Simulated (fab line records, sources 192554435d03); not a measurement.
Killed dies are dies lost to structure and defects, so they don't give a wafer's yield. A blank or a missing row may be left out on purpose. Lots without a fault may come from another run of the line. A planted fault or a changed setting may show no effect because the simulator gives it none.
A struck lot beside a sound one | flow n5_finfet | 39 steps out of a route of 1938
Sound: wafers L278.1, L278.2, L278.6. Struck: wafers L290.2, L290.5, L290.6. The cause comes at the end.
At each step with rows: each side's tool, then ch and its chambers, then its first start. Under that, the readings that differ: sound wafers | struck wafers | difference of the means | sigmas: that difference in standard deviations of wafers without a fault.
alike: readings whose means differ by less than 2 such deviations, and words and numbers that are the same on both sides. not compared: withheld readings, readings that some wafer has no value for, bounds like >300 that may hide the same value, and numbers for which the record gives no deviation and whose values overlap.
The two part at a step that has a row with sigmas, a row that says differs or no value, or rows on one side only. Numbers that don't overlap but have no deviation are shown without sigmas and don't part them. A reading that every wafer of one side lacks parts them only if that side has two wafers or more.

first, 10 steps without rows for these wafers: N5_GATE_CUT_ETCHBACK_00 (etches W in SF6/Cl2); N5_GATE_CUT_ETCH_56 (etches TiN in Cl2/Ar, target depth 21.6 nm); N5_GATE_CUT_ETCHBACK_30 (etches TiN in Cl2/Ar, target depth 3 nm); N5_GATE_CUT_VAPOR_ETCH_60 (etches HfO2 in BCl3/Cl2); N5_GATE_CUT_ETCH_58 (etches SiNx in CH3F/O2, target depth 17 nm, time 128.6 s); N5_GATE_CUT_STRIP_59 (strips in N2/H2, time 20 s); N5_GATE_CUT_PRECLEAN_31 (cleans in DIW, time 300 s); N5_GATE_CUT_SRD_32 (time 30 s); N5_GATE_CUT_SAC_CAP_01 (material SiNx, target thk 24 nm, pulse time 1 s, ald cycles 480); N5_GATE_CUT_PECVD_57 (deposits SiNx from SiH4/NH3/N2, target thk 21 nm).
N5_GATE_CUT_CMP_02: polishes, stops on SiO2, t overpolish 12.7 s, target thk 0 nm.
  sound on cmp-01 ch 0,2,3, day 5 12:05; struck on cmp-02 ch 0,1,3, day 8 14:47
  no value came back on the struck wafers for any of 7 readings (edge_zone_pressure_frac, head_pressure_psi (psi) and others); on the sound wafers edge_zone_pressure_frac reads 0.997 0.999 1.004
  reading                                              | sound           | struck          | difference | sigmas
  model.SiNx_of_GATE_CUT_PECVD_57.thk_nm (nm)          | 0 0 0           | 20.8 21 20.8    | +20.9      |
  model.SiNx_of_GATE_CUT_SAC_CAP_01.thk_nm (nm)        | 21.8 21.6 21.6  | 24 24 24        | +2         |
  model.SiO2_flowable_of_ILD0_FCVD_FILL_01.thk_nm (nm) | 117 117.6 116.4 | 118 118.8 118.2 | +1         |
then, 19 steps without rows for these wafers: N5_GATE_CUT_HM_DEP_46 (deposits SiO2 from TEOS/O2, target thk 130 nm, time 26.6 s); N5_GATE_CUT_COAT_34 (time 60 s, resist thk 60 nm); N5_GATE_CUT_COAT_35 (time 60 s, resist thk 10 nm); N5_GATE_CUT_COAT_27 (time 60 s, resist thk 10 nm); N5_GATE_CUT_COAT_07 (resist thk 30 nm); N5_GATE_CUT_EBR_09; N5_GATE_CUT_SOFTBAKE_08 (time 60 s); N5_GATE_CUT_EXPOSE_10 (exposes mask GATE CUT, target cd 20 nm); N5_GATE_CUT_PEB_11 (peb time 60 s); N5_GATE_CUT_DEVELOP_12 (develop time 30 s); N5_GATE_CUT_DESCUM_18 (chemistry O2, time 7 s); N5_GATE_CUT_ETCH_28 (etches underlayer in N2/H2, target depth 13 nm, time 10.4 s); N5_GATE_CUT_ETCH_36 (etches SiARC in CF4, target depth 13 nm, time 21.7 s); N5_GATE_CUT_ETCH_37 (etches SOC in N2/H2, target depth 60 nm, overetch 12 nm, time 90 s); N5_GATE_CUT_STRIP_38 (strips in N2/H2); N5_GATE_CUT_STRIP_39 (strips in N2/H2); N5_GATE_CUT_HM_OPEN_40 (chemistry C4F6/O2, target SiO2, target depth 139 nm, time 85.1 s); N5_GATE_CUT_STRIP_41 (strips in CF4); N5_GATE_CUT_STRIP_42 (strips in O2).
N5_GATE_CUT_ETCH_19: etches SiNx in CH3F/O2, target depth 53.7 nm, time 76.7 s.
  sound on rie_diel-06 ch 0,1,3, day 5 13:55; struck on rie_diel-04 ch 0,1,3, day 8 15:51
  reading               | sound          | struck         | difference | sigmas
  etch_rf_on_time_s (s) | 77.0 76.4 75.7 | 81.5 81.7 82.0 | +5.4       | +6
  oes_product_au (a.u.) | 0.60 0.62 0.66 | 0.99 1.14 1.19 | +0.48      | +7
  alike: bias_w, drypump_motor_current_A, oes_o_777_au, rf_vpp_V, showerhead_plenum_p_Torr, throttle_valve_pct
  not compared: rf_hours_counter_h
then, 5 steps without rows for these wafers: N5_GATE_CUT_CUT_ETCH_53 (etches W in SF6/Cl2, target depth 79.2 nm); N5_GATE_CUT_CUT_ETCH_54 (etches TiN in Cl2/BCl3, target depth 96.7 nm); N5_GATE_CUT_CUT_ETCH_55 (etches HfO2 in BCl3, target depth 3.2 nm); N5_GATE_CUT_ETCH_47 (etches SiO2 in Cl2/BCl3, target depth 10 nm); N5_GATE_CUT_VAPOR_ETCH_48 (etches TiN in BCl3/Cl2).
N5_GATE_CUT_CMP_61: polishes, stops on SiNx, t overpolish 3 s.
  sound on cmp-02 ch 0,1,2, day 5 16:46; struck on cmp-03 ch 0,1,3, day 8 19:10
  reading                                              | sound           | struck            | difference | sigmas
  model.SiNx_of_GATE_CUT_SAC_CAP_01.thk_nm (nm)        | 21.2 21.2 21.2  | 23.4 23.6 23.6    | +2.3       |
  model.SiO2_flowable_of_ILD0_FCVD_FILL_01.thk_nm (nm) | 116.6 117 115.8 | 117.6 118.4 117.6 | +1.4       |
  alike: edge_zone_pressure_frac, head_pressure_psi, motor_current_A, retaining_ring_pressure_frac
N5_BEOL_M4_RC_MEAS_101:
  the record has rows for the sound wafers here (prober-02 ch 0, day 9 06:52) and none for the struck ones
-- the record jumps here: 8 days lie between the struck wafers' starts before and after (it left off in module BEOL_M4 and takes up again in module PASSIVATION, whose first step shown is number 1936 of the route) --
N5_PASSIVATION_PROBE_49:
  the record has rows for the struck wafers here (prober-01, day 16 10:58) and none for the sound ones

WHERE THEY PART
First at N5_GATE_CUT_CMP_02; last, within this record, at N5_PASSIVATION_PROBE_49.

WHY: what the simulator had put in
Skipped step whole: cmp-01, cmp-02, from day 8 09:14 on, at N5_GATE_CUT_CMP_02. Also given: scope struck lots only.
